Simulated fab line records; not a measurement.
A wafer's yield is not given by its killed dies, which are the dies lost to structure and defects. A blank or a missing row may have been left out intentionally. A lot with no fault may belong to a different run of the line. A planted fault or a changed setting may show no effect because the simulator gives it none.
fab line records	flow n5-finfet
record lots=5	wafers=15	last-day=18
route steps=1938 shown BEOL_M5@1185 BEOL_M6@1194
lots untouched by any fault: they come from a run of this same line in which no faults occurred
start-h: hours from the record's first day to the start of the lot's first wafer shown	wait-h: time in hours since the lot's previous step	" the same as in the row above	L1.1+2: several wafers, shown together as one row	- value missing, or start not given	* or withheld: withheld	< > ~ a bound
route shown NAME@n: names a module that has steps shown in the file, with the first one's number in the route	usual: the fault-free wafers' mean and standard deviation	same: alike in all rows	chamber/n: place in a boat	sites: the reading at each site	_std_site: the standard deviation of these	_edge_site: inner sites' mean taken away from outer sites' mean	radius-mm: how far each site lies from the wafer's centre	mask NAME#n: copy n	behind: the tool/chamber that last shaped the wafer	hold: why the lot was held/for how many hours/how that ended	device: whichever transistor did not switch (one of n, p or np)	end of line: tests run on the same wafers once the route is complete	a step given without rows: its recipe and nothing more	killed: not the wafer's yield, but the dies lost to structure and defects at the first sort	map: the dies of a wafer, with x for killed, . for not killed, _ for no die there
set.NAME: the run value of the setting; set.NAME@STEP: its run value at that earlier step	model.NAME: the simulator's own value behind a step, which no gauge read
certain route steps with their lots: each step a table, each wafer a row
services: the hour from which a tool's chamber was out of use, counted from the record's first day as start-h (under 0 if before that day), plus the number of hours and why
## steps
# step N5_BEOL_M5_ANNEAL_51
# recipe temp-c=225	time-s=90	ambient=N2
# usual wafer_temp_C_max=225.89/0.24
lot.wafer	tool	chamber	start-h	wait-h	wafer_temp_C_max
L591.1	rtp-anneal-02	0	207.79	0.1	225.96
L591.4	"	0	"	"	225.86
L591.5	"	0	"	"	225.72
L592.3	rtp-anneal-02	0	211.37	0.1	225.82
L592.5	"	0	"	"	225.68
L592.6	"	0	"	"	225.79
L596.1	rtp-anneal-02	0	235.47	0.1	226.42
L596.2	"	0	"	"	225.99
L596.4	"	0	"	"	226.13
L600.1	rtp-anneal-01	0	269.09	0.1	226.07
L600.2	"	0	"	"	226.49
L600.4	"	0	"	"	226.11
L608.2	rtp-anneal-02	0	331.63	0.1	225.76
L608.3	"	0	"	"	226.17
L608.5	"	0	"	"	225.67
# step N5_BEOL_M5_CMP_52
# recipe stop-on=SiCOH_lowk	t-overpolish-s=6.9	down-force-psi=1	platen-rpm=50	clearing-platen-down-force-psi=1.5	clearing-platen-rpm=50	post-cmp-clean=cu-alkaline	target-thk-nm=62	clearing-platen-pad-velocity-m-s=0.99484	pad-velocity-m-s=0.99484
# step N5_BEOL_M5_THK_MEAS_53
# recipe thk-meas-gauge=xrf	reads=Cu_of_BEOL_M5_ECD_50
# usual M5_THK=59.8/1.8
lot.wafer	tool	chamber	start-h	wait-h	M5_THK[nm]
L591.1	film-metro-01	-	208.38	-	60.6
L591.4	"	-	"	"	59.2
L591.5	"	-	"	"	60.9
L592.3	film-metro-01	-	211.87	-	62.9
L592.5	"	-	"	"	61.1
L592.6	"	-	"	"	63.9
L596.1	film-metro-01	-	236.06	-	61.8
L596.2	"	-	"	"	61.1
L596.4	"	-	"	"	63.2
L600.1	film-metro-01	-	270.79	-	57.8
L600.2	"	-	"	"	58.7
L600.4	"	-	"	"	59.1
L608.2	film-metro-01	-	332.17	-	61.4
L608.3	"	-	"	"	59.8
L608.5	"	-	"	"	60.7
# step N5_BEOL_M5_PRE_CLEAN_77
# recipe gas=NH3/H2	time-s=15	temp-c=*	rf-power-w=300
# step N5_BEOL_M5_CO_CAP_78
# recipe material=Co	target-thk-a=20	temp-c=200	precursor=CCTBA/H2	pressure-torr=30	time-s=102.1
# step N5_BEOL_M5_PRE_CLEAN_55
# recipe gas=NH3	time-s=15	temp-c=withheld	rf-power-w=300
# step N5_BEOL_M5_DEP_56
# recipe material=SiCN	target-thk-a=80	temp-c=withheld	precursor=3MS/NH3	pressure-torr=3	rf-w=202	time-s=14
# usual rf-fwd-power-W=199.3/1.1	showerhead-plenum-p-Torr=3.665/0.011	throttle-valve-pct=8.9/0.68
lot.wafer	tool	chamber	start-h	wait-h	rf-fwd-power-W	showerhead-plenum-p-Torr	throttle-valve-pct
L591.1	pecvd-04	0	208.58	0.0	199.9	3.659	8.8
L591.4	"	0	"	"	200.1	3.663	9.1
L591.5	"	1	"	"	199.9	3.679	8.7
L592.3	pecvd-02	2	212.08	0.0	197.9	3.647	8.4
L592.5	"	0	"	"	199.1	3.665	8.5
L592.6	"	1	"	"	199.0	3.665	8.7
L596.1	pecvd-03	0	236.26	0.0	200.3	3.678	10.2
L596.2	"	2	"	"	198.6	3.660	8.1
L596.4	"	1	"	"	201.1	3.652	8.9
L600.1	pecvd-02	2	271.21	0.0	199.0	3.645	8.6
L600.2	"	1	"	"	198.8	3.656	9.0
L600.4	"	2	"	"	198.6	3.645	8.6
L608.2	pecvd-03	2	332.36	0.0	197.6	3.671	8.0
L608.3	"	1	"	"	200.0	3.658	8.4
L608.5	"	0	"	"	200.9	3.677	10.1
# step N5_BEOL_M5_RS_MEAS_57
# recipe thk-meas-gauge=four-point-probe	reads=Co_of_BEOL_M5_CO_CAP_78+Cu_of_BEOL_M5_ECD_50+Co_of_BEOL_M5_CVD_47+TaN_of_BEOL_M5_ALD_86
# usual M5_RS=0.389/0.013
lot.wafer	tool	chamber	start-h	wait-h	M5_RS[ohm/sq]
L591.1	film-metro-02	-	208.67	0.1	0.382
L591.4	"	-	"	"	0.396
L591.5	"	-	"	"	0.384
L592.3	film-metro-01	-	212.14	0.1	0.364
L592.5	"	-	"	"	0.378
L592.6	"	-	"	"	0.356
L596.1	film-metro-01	-	236.32	0.0	0.375
L596.2	"	-	"	"	0.382
L596.4	"	-	"	"	0.367
L600.1	film-metro-01	-	271.28	0.0	0.404
L600.2	"	-	"	"	0.395
L600.4	"	-	"	"	0.391
L608.2	film-metro-01	-	332.43	0.1	0.377
L608.3	"	-	"	"	0.387
L608.5	"	-	"	"	0.380
# step N5_BEOL_M5_INSPECT_58
# recipe inspect-instrument=darkfield	mode=post-dep
# usual raw-defect-count=73/28
lot.wafer	tool	chamber	start-h	wait-h	raw-defect-count
L591.1	defect-inspect-01	-	208.69	0.0	71
L591.4	"	-	"	"	115
L591.5	"	-	"	"	62
L592.3	defect-inspect-01	-	212.17	0.0	96
L592.5	"	-	"	"	129
L592.6	"	-	"	"	49
L596.1	defect-inspect-01	-	236.35	0.0	49
L596.2	"	-	"	"	58
L596.4	"	-	"	"	87
L600.1	defect-inspect-02	-	271.31	0.0	56
L600.2	"	-	"	"	41
L600.4	"	-	"	"	64
L608.2	defect-inspect-01	-	332.46	0.0	69
L608.3	"	-	"	"	48
L608.5	"	-	"	"	45
# step N5_BEOL_M6_ILD_DEP_00
# recipe material=SiCOH_lowk	target-thk-a=1797.5	temp-c=300	precursor=DEMS/porogen	pressure-torr=5	rf-w=500	time-s=33.4
# step N5_BEOL_M6_CURE_74
# recipe temp-c=385	time-s=240	ambient=He/Ar	material=SiCOH_lowk
# step N5_BEOL_M6_THK_MEAS_01
# recipe reads=SiCOH_lowk_of_BEOL_M6_ILD_DEP_00
# usual M6_ILD_THK=155.4/2
lot.wafer	tool	chamber	start-h	wait-h	M6_ILD_THK[nm]
L591.1	film-metro-01	-	209.31	0.4	152.7
L591.4	"	-	"	"	155.5
L591.5	"	-	"	"	157.4
L592.3	film-metro-01	-	212.79	0.3	153.8
L592.5	"	-	"	"	155.7
L592.6	"	-	"	"	156.9
L596.1	film-metro-01	-	236.96	0.4	155.2
L596.2	"	-	"	"	154.0
L596.4	"	-	"	"	158.6
L600.1	film-metro-02	-	271.92	0.4	154.5
L600.2	"	-	"	"	151.8
L600.4	"	-	"	"	155.6
L608.2	film-metro-02	-	333.55	0.7	156.1
L608.3	"	-	"	"	154.4
L608.5	"	-	"	"	157.7
# step N5_BEOL_M6_PECVD_70
# recipe material=SiO2	target-thk-a=200	temp-c=400	precursor=TEOS/O2	pressure-torr=5.5	rf-w=450	teos-flow-sccm=53.8	gas=O2	flow-sccm=3000	time-s=22.7
# usual heater-power-outer-w=431/61	heater-power-w=714/79	rf-fwd-power-W=444.1/2.1	showerhead-plenum-p-Torr=8.76/0.046	susceptor-temp-C=400.00/0.25	throttle-valve-pct=22.0/1.4
lot.wafer	tool	chamber	start-h	wait-h	heater-power-outer-w	heater-power-w	rf-fwd-power-W	showerhead-plenum-p-Torr	susceptor-temp-C	throttle-valve-pct	model.SiO2_of_BEOL_M6_PECVD_70.thk-nm
L591.1	pecvd-03	2	209.34	0.0	510	809	442.9	8.78	399.45	20.1	20
L591.4	"	2	"	"	513	805	442.4	8.81	399.79	19.8	20.4
L591.5	"	0	"	"	415	636	445.2	8.82	400.35	25.3	20.6
L592.3	pecvd-02	0	212.82	0.0	493	706	444.4	8.79	400.28	21.2	20
L592.5	"	0	"	"	482	717	443.4	8.81	399.96	21.2	20.2
L592.6	"	2	"	"	387	677	442.0	8.69	399.89	21.2	20.2
L596.1	pecvd-02	0	237.00	0.0	532	774	446.4	8.78	399.93	21.3	19.8
L596.2	"	2	"	"	388	669	443.4	8.68	399.43	21.2	20
L596.4	"	2	"	"	386	696	444.6	8.70	399.70	21.2	20.2
L600.1	pecvd-02	2	271.96	0.0	293	546	442.8	8.70	399.88	21.1	20
L600.2	"	0	"	"	476	712	444.3	8.79	400.08	21.5	20
L600.4	"	0	"	"	487	713	444.6	8.81	400.11	21.3	20.2
L608.2	pecvd-02	1	333.59	0.0	441	772	443.3	8.75	400.08	22.2	20
L608.3	"	0	"	"	682	1019	442.7	8.80	429.35	21.3	16.2
L608.5	"	2	"	"	296	553	442.1	8.67	399.81	21.3	20.2
# step N5_BEOL_M6_HM_DEP_02
# recipe material=TiN	target-thk-a=200	temp-c=25	chamber-pressure-pa=0.49996
# usual substrate-temp-c=25.02/0.11	throttle-valve-pct=30.0/1.2
lot.wafer	tool	chamber	start-h	wait-h	substrate-temp-c	throttle-valve-pct
L591.1	pvd-sputter-01	-	211.27	1.9	24.92	30.1
L591.4	"	-	"	"	25.08	28.0
L591.5	"	-	"	"	25.09	27.5
L592.3	pvd-sputter-02	-	213.27	0.4	25.06	31.8
L592.5	"	-	"	"	24.83	31.4
L592.6	"	-	"	"	24.99	31.7
L596.1	pvd-sputter-01	-	237.25	0.2	24.83	30.2
L596.2	"	-	"	"	25.19	30.6
L596.4	"	-	"	"	25.18	30.7
L600.1	pvd-sputter-03	-	274.15	2.2	25.00	29.1
L600.2	"	-	"	"	24.97	28.9
L600.4	"	-	"	"	25.06	31.0
L608.2	pvd-sputter-02	-	335.44	1.8	25.01	31.5
L608.3	"	-	"	"	25.14	29.5
L608.5	"	-	"	"	25.11	29.5
# step N5_BEOL_M6_COAT_59
# recipe resist=SOC	temp-c=250	time-s=60	spin-rpm=1500	resist-thk-nm=100
# step N5_BEOL_M6_COAT_60
# recipe resist=SiARC	temp-c=220	time-s=60	spin-rpm=1500	resist-thk-nm=35
# step N5_BEOL_M6_COAT_05
# recipe resist=CAR-ArF	spin-rpm=1500	resist-thk-nm=90
# step N5_BEOL_M6_EBR_07
# recipe solvent=PGMEA	ebr-width-mm=1.5
# step N5_BEOL_M6_SOFTBAKE_06
# recipe temp-c=110	time-s=60	resist=CAR-ArF
# step N5_BEOL_M6_EXPOSE_08
# recipe mask-id=M6	na=1.35	source-shape=dipole	sigma-inner=0.817	sigma-outer=0.97	polarization=te	dose-mj=68.25
# step N5_BEOL_M6_PEB_09
# recipe peb-temp-c=withheld	peb-time-s=60	resist=CAR-ArF
# step N5_BEOL_M6_DEVELOP_10
# recipe develop-time-s=30	developer=TMAH	resist=CAR-ArF	rinse-liquid=diw	dry=air-spin	dev-temp-c=23
# step N5_BEOL_M6_CD_MEAS_11
# recipe target-cd-nm=38.5	landing-energy-ev=500	detector=se-inlens	polarity=opening
# usual cd-nm=38.6/0.75
lot.wafer	tool	chamber	start-h	wait-h	cd-nm
L591.1	cd-sem-02	0	211.65	-	39.7
L591.4	"	0	"	"	39.1
L591.5	"	0	"	"	39.7
L592.3	cd-sem-02	0	213.77	-	38.4
L592.5	"	0	"	"	38.2
L592.6	"	0	"	"	39.5
L596.1	cd-sem-03	0	237.63	-	38.5
L596.2	"	0	"	"	38.5
L596.4	"	0	"	"	38.0
L600.1	cd-sem-02	0	274.65	-	38.8
L600.2	"	0	"	"	38.2
L600.4	"	0	"	"	38.3
L608.2	cd-sem-02	0	335.94	-	38.6
L608.3	"	0	"	"	38.4
L608.5	"	0	"	"	38.2
# step N5_BEOL_M6_OVL_MEAS_12
# recipe points-per-wafer=44
# usual M6_OVL=0.5/0.77
lot.wafer	tool	chamber	start-h	wait-h	M6_OVL[nm]
L591.1	overlay-01	0	211.68	0.0	-0.6
L591.4	"	0	"	"	1.7
L591.5	"	0	"	"	0.3
L592.3	overlay-01	0	213.80	0.0	1.8
L592.5	"	0	"	"	2.0
L592.6	"	0	"	"	1.6
L596.1	overlay-02	0	237.66	0.0	1.6
L596.2	"	0	"	"	1.3
L596.4	"	0	"	"	1.5
L600.1	overlay-01	0	274.68	0.0	0.8
L600.2	"	0	"	"	-0.1
L600.4	"	0	"	"	0.6
L608.2	overlay-02	0	335.97	0.0	0.6
L608.3	"	0	"	"	0.2
L608.5	"	0	"	"	1.4
# step N5_BEOL_M6_INSPECT_13
# recipe mode=adi	inspect-instrument=brightfield
# usual raw-defect-count=421/110
lot.wafer	tool	chamber	start-h	wait-h	raw-defect-count
L591.1	defect-inspect-02	-	211.70	0.0	362
L591.4	"	-	"	"	506
L591.5	"	-	"	"	386
L592.3	defect-inspect-01	-	213.83	0.0	370
L592.5	"	-	"	"	360
L592.6	"	-	"	"	316
L596.1	defect-inspect-01	-	237.68	0.0	391
L596.2	"	-	"	"	566
L596.4	"	-	"	"	527
L600.1	defect-inspect-02	-	274.70	0.0	393
L600.2	"	-	"	"	472
L600.4	"	-	"	"	321
L608.2	defect-inspect-01	-	335.99	0.0	475
L608.3	"	-	"	"	478
L608.5	"	-	"	"	537
# step N5_BEOL_M6_DESCUM_16
# recipe chemistry=O2	time-s=7.9	source-power-w=50	bias-power-w=20	pressure-mtorr=20	rf-frequency-hz=2.712e+07	temp-c=40	resist=CAR-ArF	o2-flow-sccm=225
# step N5_BEOL_M6_ETCH_61
# recipe chemistry=CF4	target=SiARC	target-depth-a=455	mask-material=CAR-ArF	time-s=75.8	ion-energy-ev=80	pressure-mtorr=40	source-w=545	bias-w=36	Ar_flow_sccm=100	cf4-flow-sccm=100	ends=cleared
# step N5_BEOL_M6_ETCH_62
# recipe chemistry=N2/H2	target=SOC	target-depth-a=1100	overetch-a=220	mask-material=SiARC	temp-c=40	time-s=165	ion-energy-ev=200	pressure-mtorr=30	source-w=840	bias-w=150	n2-flow-sccm=200	h2-flow-sccm=200
# step N5_BEOL_M6_STRIP_68
# recipe chemistry=N2/H2	temp-c=40	n2-flow-sccm=200	h2-flow-sccm=200	rf-frequency-hz=6e+07
# step N5_BEOL_M6_STRIP_67
# recipe chemistry=CF4	resist=SiARC	power-w=300	bias-power-w=75	pressure-mtorr=50	cf4-flow-sccm=150	rf-frequency-hz=6e+07
# usual drypump-motor-current-A=5.7/0.43	oes-product-au=0.79/0.091	rf-vpp-V=272.0/0.96	showerhead-plenum-p-Torr=1.83/0.033	throttle-valve-pct=13.52/0.25
lot.wafer	tool	chamber	start-h	wait-h	drypump-motor-current-A	oes-product-au	rf-hours-counter-h	rf-vpp-V	showerhead-plenum-p-Torr	throttle-valve-pct
L591.1	rie-diel-04	0	212.30	0.0	6.7	0.83	67	274.2	1.90	13.31
L591.4	"	1	"	"	5.7	0.77	131	272.9	1.80	13.44
L591.5	"	1	"	"	5.7	0.77	-	272.1	1.80	13.43
L592.3	rie-diel-01	3	214.10	0.0	5.7	0.86	54	272.0	1.81	13.60
L592.5	"	3	"	"	5.7	0.86	-	271.6	1.81	13.62
L592.6	"	1	"	"	6.0	0.75	-	272.7	1.86	13.46
L596.1	rie-diel-05	0	237.95	0.0	5.6	0.74	185	271.4	1.86	13.69
L596.2	"	2	"	"	5.9	0.71	232	272.4	1.83	13.45
L596.4	"	1	"	"	6.1	0.67	221	272.5	1.85	13.82
L600.1	rie-diel-01	3	274.98	0.0	5.7	0.84	71	270.6	1.80	13.66
L600.2	"	0	"	"	5.5	0.93	11	271.4	1.83	13.27
L600.4	"	1	"	"	6.1	0.73	173	273.4	1.86	13.53
L608.2	rie-diel-05	1	336.27	0.0	6.0	0.95	2	272.0	1.84	13.35
L608.3	"	0	"	"	5.6	0.71	226	272.4	1.84	13.78
L608.5	"	0	"	"	5.6	0.73	-	272.0	1.84	13.77
# step N5_BEOL_M6_HM_OPEN_17
# recipe chemistry=Cl2/BCl3	target-depth-a=200	overetch-a=60	target=TiN	mask-material=SOC	ion-energy-ev=150	pressure-mtorr=10	icp-w=1000	bias-w=126	Cl2_flow_sccm=53.25	bcl3-flow-sccm=21.75	Ar_flow_sccm=25
# usual drypump-motor-current-A=5.92/0.19	oes_ar_750_au=0.80/0.098	oes-product-au=0.68/0.084	rf-fwd-power-W=993.7/3	throttle-valve-pct=22.01/0.15
lot.wafer	tool	chamber	start-h	wait-h	drypump-motor-current-A	oes_ar_750_au	oes-product-au	rf-fwd-power-W	rf-hours-counter-h	throttle-valve-pct
L591.1	rie-metal-01	0	212.34	0.0	5.82	0.61	0.54	994.9	122	22.13
L591.4	"	0	"	"	5.84	0.62	0.55	987.4	-	22.12
L591.5	"	1	"	"	6.25	0.70	0.59	992.4	-	22.14
L592.3	rie-metal-01	1	214.17	0.1	6.24	0.70	0.59	994.5	-	22.14
L592.5	"	1	"	"	6.23	0.69	0.59	995.2	-	22.11
L592.6	"	0	"	"	5.78	0.61	0.55	986.7	-	22.14
L596.1	rie-metal-01	1	237.99	0.0	6.25	0.69	0.59	998.9	87	22.12
L596.2	"	0	"	"	5.83	0.61	0.54	996.7	125	22.11
L596.4	"	1	"	"	6.18	0.69	0.58	997.2	-	22.12
L600.1	rie-metal-02	0	275.02	0.0	5.68	0.80	0.68	989.8	38	22.21
L600.2	"	1	"	"	6.23	0.74	0.61	996.7	61	21.99
L600.4	"	1	"	"	6.17	0.74	0.62	993.7	-	21.98
L608.2	rie-metal-01	1	336.31	0.0	6.19	0.67	0.56	994.5	99	22.17
L608.3	"	0	"	"	5.88	0.87	0.77	995.6	-	21.69
L608.5	"	0	"	"	5.83	0.88	0.77	993.6	-	21.69
# step N5_BEOL_M6_STRIP_19
# recipe chemistry=O2	power-w=400	temp-c=40	pressure-mtorr=30	rf-frequency-hz=6e+07	bias-power-w=0	overash-fraction=0.2	o2-flow-sccm=225
# step N5_BEOL_M6_CD_MEAS_18
# recipe pitch-nm=80	target-cd-nm=40
# usual cd-nm=40.2/0.77
lot.wafer	tool	chamber	start-h	wait-h	cd-nm
L591.1	cd-sem-02	-	212.62	0.0	41.3
L591.4	"	-	"	"	41.3
L591.5	"	-	"	"	41.5
L592.3	cd-sem-01	-	214.32	0.1	40.0
L592.5	"	-	"	"	39.8
L592.6	"	-	"	"	41.1
L596.1	cd-sem-01	-	238.22	0.0	40.0
L596.2	"	-	"	"	39.6
L596.4	"	-	"	"	39.6
L600.1	cd-sem-03	-	275.21	0.0	40.6
L600.2	"	-	"	"	39.4
L600.4	"	-	"	"	40.1
L608.2	cd-sem-02	-	336.49	0.1	40.2
L608.3	"	-	"	"	40.1
L608.5	"	-	"	"	39.7
# step N5_BEOL_M6_COAT_63
# recipe resist=SOC	temp-c=250	time-s=60	spin-rpm=1500	resist-thk-nm=60
# step N5_BEOL_M6_COAT_64
# recipe resist=SiARC	temp-c=220	time-s=60	spin-rpm=1500	resist-thk-nm=12
# step N5_BEOL_M6_COAT_71
# recipe resist=underlayer	temp-c=205	time-s=60	spin-rpm=1500	resist-thk-nm=5
# step N5_BEOL_M6_COAT_22
# recipe resist=CAR-EUV	spin-rpm=1500	resist-thk-nm=30
# step N5_BEOL_M6_EBR_24
# recipe solvent=PGMEA	ebr-width-mm=1.5
# step N5_BEOL_M6_SOFTBAKE_23
# recipe temp-c=110	time-s=60	resist=CAR-EUV
# step N5_BEOL_M6_EXPOSE_25
# recipe mask-id=V5	na=0.33	source-shape=annular	sigma-inner=0.4	sigma-outer=0.8	polarization=unpolarized	target-cd-nm=40	dose-mj=45
# step N5_BEOL_M6_PEB_26
# recipe peb-temp-c=100	peb-time-s=60	resist=CAR-EUV
# step N5_BEOL_M6_DEVELOP_27
# recipe develop-time-s=30	developer=TMAH	resist=CAR-EUV	rinse-liquid=surfactant-rinse	dry=air-spin	dev-temp-c=23
# step N5_BEOL_M6_HM_STRIP_39
# recipe chemistry=peroxide-tin-strip	material=TiN	target-depth-a=250	temp-c=50	time-s=158
lot.wafer	tool	chamber	start-h	wait-h	model.SiO2_of_BEOL_M6_PECVD_70.thk-nm
L591.1	wet-bench-03	6	213.89	0.1	20
L591.4	"	7	"	"	20.2
L591.5	"	2	"	"	20.6
L592.3	wet-bench-01	6	216.62	0.0	19.8
L592.5	"	7	"	"	20
L592.6	"	3	"	"	20.2
L596.1	wet-bench-04	2	239.13	0.0	19.6
L596.2+4	"	3,7	"	"	20
L600.1+4	wet-bench-01	7,6	277.15	0.0	20
L600.2	"	2	"	"	19.8
L608.2	wet-bench-03	6	337.44	0.0	19.8
L608.3	"	3	"	"	16
L608.5	"	7	"	"	20
# step N5_BEOL_M6_CMP_52
# recipe stop-on=SiCOH_lowk	t-overpolish-s=6.9	down-force-psi=1	platen-rpm=50	clearing-platen-down-force-psi=1.5	clearing-platen-rpm=50	post-cmp-clean=cu-alkaline	target-thk-nm=80	clearing-platen-pad-velocity-m-s=0.99484	pad-velocity-m-s=0.99484
# usual barrier-field-endpoint-s=28.8/0.77	head-pressure-psi=0.9998/0.0022	motor-current-A=6.2/0.51	pad-life-wafers=1250/580
lot.wafer	tool	chamber	start-h	wait-h	barrier-field-endpoint-s	head-pressure-psi	motor-current-A	pad-life-wafers
L591.4	cmp-02	1	216.86	0.2	29.3	0.9972	5.8	1825
L591.1	"	3	"	"	28.9	0.9932	5.8	1827
L591.5	"	1	"	"	30.4	1.0019	5.8	-
L592.3	cmp-03	3	219.43	0.2	30.1	0.9996	7.2	937
L592.6	"	2	"	"	29.4	1.0000	5.9	-
L592.5	"	3	"	"	29.8	1.0021	7.0	-
L596.2	cmp-03	2	243.29	0.2	27.5	1.0018	5.9	1050
L596.1	"	0	"	"	27.9	1.0011	6.8	1052
L596.4	"	1	"	"	29.5	1.0014	6.4	1053
L600.4	cmp-02	3	279.32	0.1	28.0	0.9992	6.3	168
L600.1	"	1	"	"	28.5	0.9971	6.0	170
L600.2	"	2	"	"	28.0	1.0009	5.7	171
L608.3	cmp-03	3	341.38	0.2	24.8	1.0002	7.0	1789
L608.2	"	0	"	"	28.3	0.9977	6.2	1790
L608.5	"	2	"	"	28.2	1.0010	6.1	-
## services
tool	chamber	start-h	hours	kind
pecvd-04	-	188.59	2.2	repair
pvd-sputter-01	-	188.78	0.6	repair
rie-metal-01	-	195.37	0.8	repair
rie-diel-05	2	195.63	4.7	repair
pecvd-04	-	205.00	0.8	repair
cmp-03	-	223.70	0.5	repair
cmp-03	-	228.34	5.3	pm
cmp-02	-	233.52	6.2	pm
rie-metal-01	0	239.22	-	clean
pecvd-02	2	251.26	2.1	scheduled-down
cmp-02	-	256.17	4.0	pm
cmp-03	-	258.86	7.2	repair
wet-bench-03	-	264.80	1.9	pm
rie-diel-04	1	265.53	7.1	repair
cmp-03	-	267.94	1.7	repair
pecvd-04	-	269.27	1.5	repair
rie-metal-02	-	273.07	1.4	pm
rie-metal-02	-	275.43	20.2	repair
rie-diel-05	-	290.29	1.3	repair
rie-diel-04	0	298.79	14.6	repair
wet-bench-03	-	303.04	2.7	repair
rie-metal-02	1	303.36	2.4	repair
wet-bench-01	-	315.59	2.9	repair
cmp-03	-	322.95	0.5	repair
## key
first-sign step=N5_BEOL_M6_PECVD_70	reading=susceptor-temp-C	direction=up	sigmas=99+	usual=*	struck=*
effect step=N5_BEOL_M6_PECVD_70	reading=heater-power-outer-w	direction=up	sigmas=4.1	usual=*	struck=*
effect step=N5_BEOL_M6_CMP_52	reading=barrier-field-endpoint-s	direction=down	sigmas=5.1	usual=28.8	struck=24.8
model-effect step=N5_BEOL_M6_PECVD_70	value=SiO2_of_BEOL_M6_PECVD_70.thk-nm	without=20	struck=16.2
model-effect step=N5_BEOL_M6_HM_STRIP_39	value=SiO2_of_BEOL_M6_PECVD_70.thk-nm	without=19.8	struck=16
met-at N5_BEOL_M6_PECVD_70
struck-wafers L608.3
onset-between 271.96 333.59
fault kind=process-parameter-drift	tool=pecvd-02	chamber=0	onset-h=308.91	steps=N5_BEOL_M6_PECVD_70	channel=temp-c	offset=*	shape=step	end-h=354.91	acts-in=*	stated=*
